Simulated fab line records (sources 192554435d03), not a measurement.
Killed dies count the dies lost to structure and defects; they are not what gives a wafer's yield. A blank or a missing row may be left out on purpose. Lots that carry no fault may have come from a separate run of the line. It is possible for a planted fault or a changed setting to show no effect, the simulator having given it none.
What tool caused it? :: flow n5_finfet :: 33 wafers from 11 lots sampled at 2 of the route's 1938 steps

== WHAT THE GAUGES SHOWED, per wafer ==
N5_BEOL_M5_RS_MEAS_57: a four-point-probe measurement.
lot: L280
measured: day 8 09:10
on: film_metro-02
M5_RS (ohm/sq): 0.392 0.392 0.394

lot: L279
measured: day 8 14:51
on: film_metro-02
M5_RS (ohm/sq): 0.388 0.404 0.387

lot: L282
measured: day 9 02:47
on: film_metro-02
M5_RS (ohm/sq): 0.384 0.390 0.393

lot: L283
measured: day 9 08:01
on: film_metro-01
M5_RS (ohm/sq): 0.375 0.392 0.382

lot: L286
measured: day 10 14:29
on: film_metro-02
M5_RS (ohm/sq): 0.404 0.378 0.393

lot: L293
measured: day 12 05:48
on: film_metro-02
M5_RS (ohm/sq): 0.370 0.378 0.382

lot: L296
measured: day 12 12:03
on: film_metro-02
M5_RS (ohm/sq): 0.382 0.378 0.390

lot: L297
measured: day 12 17:39
on: film_metro-01
M5_RS (ohm/sq): 0.378 0.393 0.388

lot: L300
measured: day 13 18:46
on: film_metro-01
M5_RS (ohm/sq): 0.376 0.398 0.392

lot: L301
measured: day 13 23:41
on: film_metro-02
M5_RS (ohm/sq): 0.386 0.402 0.407

lot: L302
measured: day 14 01:04
on: film_metro-01
M5_RS (ohm/sq): 0.395 0.394 0.386

== EACH LOT AND THE TOOL THAT RAN IT (in order: tool; ch and the chambers of the sampled wafers; start) ==
lot: L280
N5_BEOL_M5_ANNEAL_84: pvd_sputter-03, day 8 05:47

lot: L279
N5_BEOL_M5_ANNEAL_84: pvd_sputter-02, day 8 11:42

lot: L282
N5_BEOL_M5_ANNEAL_84: pvd_sputter-03, day 8 23:31

lot: L283
N5_BEOL_M5_ANNEAL_84: pvd_sputter-01, day 9 04:52

lot: L286
N5_BEOL_M5_ANNEAL_84: pvd_sputter-01, day 10 08:48

lot: L293
N5_BEOL_M5_ANNEAL_84: pvd_sputter-03, day 12 02:38

lot: L296
N5_BEOL_M5_ANNEAL_84: pvd_sputter-01, day 12 08:54

lot: L297
N5_BEOL_M5_ANNEAL_84: pvd_sputter-02, day 12 14:29

lot: L300
N5_BEOL_M5_ANNEAL_84: pvd_sputter-03, day 13 15:28

lot: L301
N5_BEOL_M5_ANNEAL_84: pvd_sputter-03, day 13 20:32

lot: L302
N5_BEOL_M5_ANNEAL_84: pvd_sputter-02, day 13 21:51
- N5_BEOL_M5_ANNEAL_84: time 1800 s.

== THE ANSWER, worked out from the rows above alone ==
Rule: the usual values come from the lots themselves. Put in order of their means at a reading, lots are off if they are a third of the lots or fewer, leave a main group of 4 or more, and stand apart from it by a gap of 3 or more times the standard deviation of the main group's means; of several such gaps the widest counts. Not used: any main group whose means are identical at the precision the tables above print for the reading. Also off: a lot with no number at a reading for which 4 or more lots have one. All remaining lots with rows at the step are treated as sound.
Across all readings shown, no lot is off: no conclusion can be drawn from this.

== WHAT THE SIMULATOR HAD PUT IN ==
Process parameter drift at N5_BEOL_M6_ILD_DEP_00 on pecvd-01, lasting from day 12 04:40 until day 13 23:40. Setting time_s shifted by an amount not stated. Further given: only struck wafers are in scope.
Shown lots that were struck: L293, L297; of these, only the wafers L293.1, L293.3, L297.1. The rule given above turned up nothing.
